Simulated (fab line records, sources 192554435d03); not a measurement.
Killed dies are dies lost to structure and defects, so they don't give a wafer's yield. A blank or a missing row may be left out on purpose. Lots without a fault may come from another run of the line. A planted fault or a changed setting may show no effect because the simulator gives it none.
fab line records | flow n5_finfet
record lots=10 wafers=25 last_day=17
route steps=1938 shown BEOL_M4@1036
lots that met no fault: from a run of the same line without faults
start_h: hours from the record's first day to the start of the lot's first wafer shown | wait_h: hours since the lot's step before | " the same as in the row above | L1.1+2: a row that stands for several wafers | - no value, or no start given | * or withheld: withheld | < > ~ a bound
route shown NAME@n: a module of which the file shows steps, and the number in the route of the first | usual: mean/standard deviation of fault-free wafers | same: alike in all rows | chamber/n: place in a boat | sites: the reading at each site | _std_site: their standard deviation | _edge_site: outer sites' mean less inner sites' | radius_mm: how far each site lies from the wafer's centre | mask NAME#n: copy n | behind: the tool/chamber that last shaped the wafer | hold: why the lot was held/for how many hours/how that ended | device: the transistor (n, p or np) that didn't switch | end of line: the same wafers' tests at the end of the route | a step without rows: its recipe alone | killed: dies lost to structure and defects at the first sort, not the wafer's yield | map: a wafer's dies, x killed, . not, _ none there
set.NAME: the setting as run; set.NAME@STEP: as run at that earlier step | model.NAME: the simulator's own value behind a step, which no gauge read
steps of the route over a sample of lots; a table a step, a row a wafer
services: from which hour (start_h, from the record's first day; less than 0 if before it) a tool's chamber was out of use, for how many hours, and why
## steps
# step N5_BEOL_M4_INSPECT_13
# recipe mode=adi inspect_instrument=brightfield
# usual raw_defect_count=389/98
# columns lot.wafer tool chamber start_h wait_h raw_defect_count
L885.1 defect_inspect-01 - 156.14 0.1 559
L885.2 " - " " 336
L886.2 defect_inspect-02 - 158.96 0.0 313
L886.3 " - " " 378
L886.6 " - " " 352
L887.1 defect_inspect-02 - 164.46 0.1 477
L887.3 " - " " 366
L891.1 defect_inspect-01 - 196.95 0.1 360
L891.2 " - " " 285
L891.6 " - " " 288
L894.4 defect_inspect-01 - 222.50 0.0 362
L894.5 " - " " 377
L894.6 " - " " 476
L902.1 defect_inspect-02 - 265.52 0.1 274
L902.2 " - " " 207
L902.4 " - " " 280
L903.3 defect_inspect-01 - 273.61 0.0 435
L903.4 " - " " 338
L906.4 defect_inspect-01 - 289.54 0.0 307
L906.6 " - " " 415
L907.3 defect_inspect-02 - 293.89 0.0 407
L907.6 " - " " 542
L908.1 defect_inspect-02 - 301.67 0.1 278
L908.3 " - " " 288
L908.4 " - " " 322
# step N5_BEOL_M4_ETCH_70
# recipe chemistry=N2/H2 target=SOC target_depth_a=800 overetch_a=240 mask_material=SiARC temp_c=40 time_s=130 ion_energy_ev=200 pressure_mtorr=30 source_w=840 bias_w=150 n2_flow_sccm=200 h2_flow_sccm=200
# usual drypump_motor_current_A=5.7/0.44 oes_product_au=0.61/0.038 rf_fwd_power_W=836.2/2.8 rf_vpp_V=525.0/2.4 showerhead_plenum_p_Torr=2.58/0.087 temp_c=40.01/0.12 throttle_valve_pct=17.74/0.27
# columns lot.wafer tool chamber start_h wait_h drypump_motor_current_A oes_product_au rf_fwd_power_W rf_hours_counter_h rf_vpp_V showerhead_plenum_p_Torr temp_c throttle_valve_pct
L885.1 rie_diel-03 3 160.48 0.0 5.6 0.62 839.4 48 523.7 2.59 39.97 17.70
L885.2 " 0 " " 6.2 0.60 831.8 91 524.5 2.56 39.99 18.17
L886.2 rie_diel-03 3 163.41 0.0 5.6 0.62 838.9 49 525.5 2.59 39.91 17.69
L886.3 " 2 " " 5.5 0.66 836.0 32 527.5 2.72 40.08 18.09
L886.6 " 2 " " 5.5 0.65 835.1 - 529.1 2.72 40.26 18.09
L887.1 rie_diel-06 3 167.43 0.0 5.8 0.61 838.0 68 526.7 2.68 39.81 17.54
L887.3 " 0 " " 6.2 0.63 837.3 50 527.6 2.71 40.31 17.44
L891.1 rie_diel-06 1 198.79 0.0 6.1 0.58 839.8 112 522.0 2.44 40.15 17.64
L891.2 " 3 " " 5.8 0.60 835.4 79 527.6 2.68 39.82 17.55
L891.6 " 1 " " 6.1 0.58 839.6 - 522.0 2.44 40.03 17.66
L894.4 rie_diel-03 3 226.08 0.0 5.7 0.60 838.1 69 524.6 2.58 39.98 17.73
L894.5 " 2 " " 5.5 0.64 827.8 - 525.7 2.71 39.99 18.13
L894.6 " 1 " " 5.7 0.66 1034.7 - 491.3 2.69 40.14 17.46
L902.1 rie_diel-06 1 271.83 0.0 6.1 0.56 837.7 135 522.4 2.43 40.04 17.69
L902.2 " 3 " " 5.8 0.58 839.2 106 527.9 2.66 40.08 17.62
L902.4 " 0 " " 6.2 0.59 835.4 89 527.7 2.69 40.14 17.50
L903.3 rie_diel-02 3 276.18 0.0 4.9 0.57 835.0 125 524.2 2.56 40.01 17.58
L903.4 " 0 " " 6.5 0.62 833.2 65 521.5 2.48 39.96 18.09
L906.4 rie_diel-06 3 296.05 0.0 5.8 0.58 838.8 113 526.3 2.66 39.91 17.60
L906.6 " 0 " " 6.1 0.59 833.2 - 527.9 2.69 39.86 17.52
L907.3 rie_diel-02 2 300.55 0.0 5.6 0.67 836.2 20 521.9 2.47 40.03 17.53
L907.6 " 1 " " 5.7 0.65 840.0 - 524.5 2.58 39.91 17.40
L908.1 rie_diel-02 3 303.86 0.0 4.9 0.56 838.1 134 525.1 2.56 39.85 17.59
L908.3 " 0 " " 6.5 0.62 836.4 74 522.2 2.47 40.15 18.12
L908.4 " 2 " " 5.6 0.67 835.9 21 522.3 2.47 39.95 17.53
# step N5_BEOL_M4_ETCH_41
# recipe chemistry=CH3F/O2 target=SiCN target_depth_a=299 taper_deg=2 time_s=52.5 ion_energy_ev=120 mask_material=TiN pressure_mtorr=30 source_w=395 bias_w=75 Ar_flow_sccm=150 CH3F_flow_sccm=30 O2_flow_sccm=20
# usual drypump_motor_current_A=5.7/0.44 oes_product_au=0.84/0.056 rf_fwd_power_W=391.3/1.6 rf_vpp_V=298.0/1.6 showerhead_plenum_p_Torr=2.03/0.061 throttle_valve_pct=16.21/0.25
# columns lot.wafer tool chamber start_h wait_h drypump_motor_current_A oes_product_au rf_fwd_power_W rf_hours_counter_h rf_vpp_V showerhead_plenum_p_Torr throttle_valve_pct
L885.1 rie_diel-03 3 - - 5.6 0.87 392.6 48 298.2 2.03 16.07
L885.2 " 0 " " 6.1 0.82 390.3 91 298.1 2.03 16.61
L886.2 rie_diel-03 3 - - 5.7 0.85 390.7 50 298.2 2.03 16.07
L886.3 " 2 " " 5.5 0.89 388.8 32 300.4 2.12 16.37
L886.6 " 2 " " 5.5 0.89 389.6 - 300.0 2.12 16.37
L887.1 rie_diel-06 3 - - 5.8 0.87 389.9 68 299.8 2.11 16.08
L887.3 " 0 " " 6.1 0.85 393.5 50 299.4 2.11 15.85
L891.1 rie_diel-06 1 - - 6.1 0.77 391.6 112 295.7 1.93 16.31
L891.2 " 3 " " 5.8 0.85 392.0 80 300.6 2.11 16.10
L891.6 " 1 " " 6.1 0.78 392.4 - 296.5 1.93 16.29
L894.4 rie_diel-03 3 - - 5.6 0.83 392.3 69 297.4 2.03 16.12
L894.5 " 2 " " 5.5 0.87 389.5 - 297.5 2.11 16.42
L894.6 " 1 " " 5.6 0.89 392.5 - 301.1 2.11 16.08
L902.1 rie_diel-06 1 - - 6.1 0.77 393.9 135 295.5 1.92 16.32
L902.2 " 3 " " 5.8 0.83 395.5 106 299.6 2.10 16.15
L902.4 " 0 " " 6.2 0.81 393.1 89 300.0 2.10 15.90
L903.3 rie_diel-02 3 - - 4.9 0.77 391.8 126 298.1 2.02 16.07
L903.4 " 0 " " 6.5 0.87 389.9 65 298.5 1.96 16.55
L906.4 rie_diel-06 3 - - 5.8 0.81 392.8 113 298.6 2.10 16.17
L906.6 " 0 " " 6.1 0.80 391.6 - 299.6 2.10 15.91
L907.3 rie_diel-02 2 - - 5.6 0.94 390.6 20 296.4 1.96 16.00
L907.6 " 1 " " 5.7 0.89 390.6 - 299.1 2.04 15.94
L908.1 rie_diel-02 3 - - 4.9 0.77 389.9 134 298.3 2.01 16.10
L908.3 " 0 " " 6.5 0.86 390.6 74 296.7 1.95 16.57
L908.4 " 2 " " 5.6 0.93 391.9 21 296.7 1.95 16.01
# step N5_BEOL_M4_DEGAS_44
# recipe ambient=vacuum temp_c=250 time_s=60
# usual heater_power_w=328/34 susceptor_temp_C=250.02/0.18
# columns lot.wafer tool chamber start_h wait_h heater_power_w susceptor_temp_C
L885.1 pvd_sputter-03 - 161.34 0.3 357 250.11
L885.2 " - " " 372 250.25
L886.2 pvd_sputter-02 - 164.15 0.2 309 249.80
L886.3 " - " " 286 250.32
L886.6 " - " " 304 250.11
L887.1 pvd_sputter-01 - 168.62 0.7 389 249.91
L887.3 " - " " 284 250.06
L891.1 pvd_sputter-03 - 199.34 0.0 374 250.12
L891.2 " - " " 350 249.99
L891.6 " - " " 351 250.19
L894.4 pvd_sputter-02 - 227.18 0.6 344 250.02
L894.5 " - " " 332 249.95
L894.6 " - " " 303 249.77
L902.1 pvd_sputter-02 - 272.91 0.6 285 249.78
L902.2 " - " " 329 250.44
L902.4 " - " " 312 250.07
L903.3 pvd_sputter-03 - 276.75 0.1 371 250.05
L903.4 " - " " 321 250.08
L906.4 pvd_sputter-01 - 296.62 0.1 280 249.93
L906.6 " - " " 286 249.66
L907.3 pvd_sputter-03 - 301.20 0.1 381 250.03
L907.6 " - " " 334 250.26
L908.1 pvd_sputter-01 - 304.49 0.1 348 249.83
L908.3 " - " " 384 250.34
L908.4 " - " " 304 250.18
# step N5_BEOL_M4_RC_MEAS_101
# usual DIBL_N=36.3/1.6 DIBL_P=36.2/2 IOFF_N=0.160/0.028 IOFF_P=0.21/0.036 ION_N=677/11 ION_P=465/6.9 SS_N=71.5/0.55 SS_P=73.3/0.64 VT_N=250/3 VT_P=-250/3.5
# columns lot.wafer tool chamber start_h wait_h DIBL_N[mV/V] DIBL_P[mV/V] IOFF_N[nA/um] IOFF_P[nA/um] ION_N[uA/um] ION_P[uA/um] SS_N[mV/dec] SS_P[mV/dec] VT_N[mV] VT_P[mV]
L885.1 prober-01 0 164.88 0.0 40.7 40.5 0.246 0.30 688 472 71.9 73.7 243 -246
L885.2 " 0 " " 39.1 38.7 0.186 0.25 671 466 72.2 74.2 247 -248
L886.2 prober-02 0 168.04 0.2 35.3 35.1 0.145 0.20 682 464 70.8 72.4 250 -248
L886.3 " 0 " " 36.1 35.6 0.159 0.21 679 471 70.7 72.5 248 -247
L886.6 " 0 " " 36.5 36.0 0.167 0.22 675 462 70.7 72.9 249 -251
L887.1 prober-01 0 172.22 0.0 32.7 32.0 0.112 0.15 668 454 70.4 72.0 253 -257
L887.3 " 0 " " 35.3 35.6 0.149 0.19 671 462 71.5 72.9 249 -253
L891.1 prober-01 0 204.48 0.0 37.1 36.7 0.159 0.21 679 467 72.0 73.0 250 -252
L891.2 " 0 " " 37.2 35.5 0.166 0.20 671 459 72.2 72.8 247 -250
L891.6 " 0 " " 36.6 35.7 0.150 0.19 683 461 71.2 72.2 249 -250
L894.4 prober-01 0 231.14 0.5 37.8 38.9 0.187 0.29 684 478 71.4 73.6 246 -243
L894.5 " 0 " " 38.0 39.1 0.190 0.29 688 479 72.1 73.4 248 -243
L894.6 " 0 " " 37.6 38.2 0.177 0.27 673 469 71.1 73.6 248 -244
L902.1 prober-02 0 276.75 0.0 34.3 35.0 0.128 0.18 662 465 71.2 72.5 253 -251
L902.2 " 0 " " 33.1 34.0 0.112 0.17 660 458 71.3 72.6 255 -252
L902.4 " 0 " " 35.6 37.1 0.155 0.21 689 472 71.4 73.0 249 -252
L903.3 prober-01 0 280.76 0.3 36.1 36.7 0.142 0.19 666 457 71.4 73.5 254 -251
L903.4 " 0 " " 34.9 35.5 0.133 0.18 673 463 71.2 72.8 252 -251
L906.4 prober-02 0 300.57 0.5 34.3 34.8 0.135 0.20 665 463 71.1 73.0 251 -249
L906.6 " 0 " " 34.5 34.4 0.128 0.18 665 462 70.9 73.1 253 -252
L907.3 prober-01 0 306.05 0.3 36.7 35.4 0.172 0.21 682 463 71.5 73.3 247 -250
L907.6 " 0 " " 35.5 34.4 0.151 0.20 684 465 71.0 73.7 246 -248
L908.1 prober-02 0 309.49 0.0 36.5 36.4 0.155 0.19 671 453 72.0 73.5 250 -254
L908.3 " 0 " " 35.6 35.2 0.144 0.16 678 456 71.4 73.4 251 -257
L908.4 " 0 " " 36.0 35.8 0.139 0.17 670 452 71.6 73.5 249 -253
## services
# columns tool chamber start_h hours kind
pvd_sputter-03 - 169.46 17.4 repair
rie_diel-02 2 177.14 9.3 repair
rie_diel-02 1 178.63 14.1 repair
rie_diel-03 1 186.86 6.5 repair
rie_diel-02 1 193.11 - clean
rie_diel-02 1 193.11 - consumable_replace:focus_ring
rie_diel-02 1 193.11 25.0 scheduled_down
rie_diel-02 1 193.11 25.0 vent_cycle
rie_diel-03 1 202.38 5.7 repair
rie_diel-03 - 207.12 0.4 repair
rie_diel-02 2 220.79 6.6 repair
rie_diel-02 3 222.10 1.4 repair
rie_diel-02 2 227.67 - clean
rie_diel-02 2 227.67 - consumable_replace:focus_ring
rie_diel-02 2 227.67 19.5 scheduled_down
rie_diel-02 2 227.67 19.5 vent_cycle
rie_diel-03 2 246.73 2.6 repair
pvd_sputter-01 - 265.60 4.9 repair
## key
first_sign step=N5_BEOL_M4_ETCH_70 reading=rf_fwd_power_W direction=up sigmas=70 usual=* struck=*
effect step=N5_BEOL_M4_ETCH_70 reading=rf_vpp_V direction=down sigmas=14 usual=525.0 struck=491.3
met_at N5_BEOL_M4_ETCH_70
struck_lots L894
struck_wafers L894.6
not_acting_at N5_BEOL_M4_INSPECT_13,N5_BEOL_M4_ETCH_41,N5_BEOL_M4_DEGAS_44
fault kind=process_parameter_drift tool=rie_diel-03 chamber=1 onset_h=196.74 steps=N5_BEOL_M4_ETCH_70 channel=source_w offset=201.6 shape=step end_h=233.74 acts_in=these_recipes_only stated=840
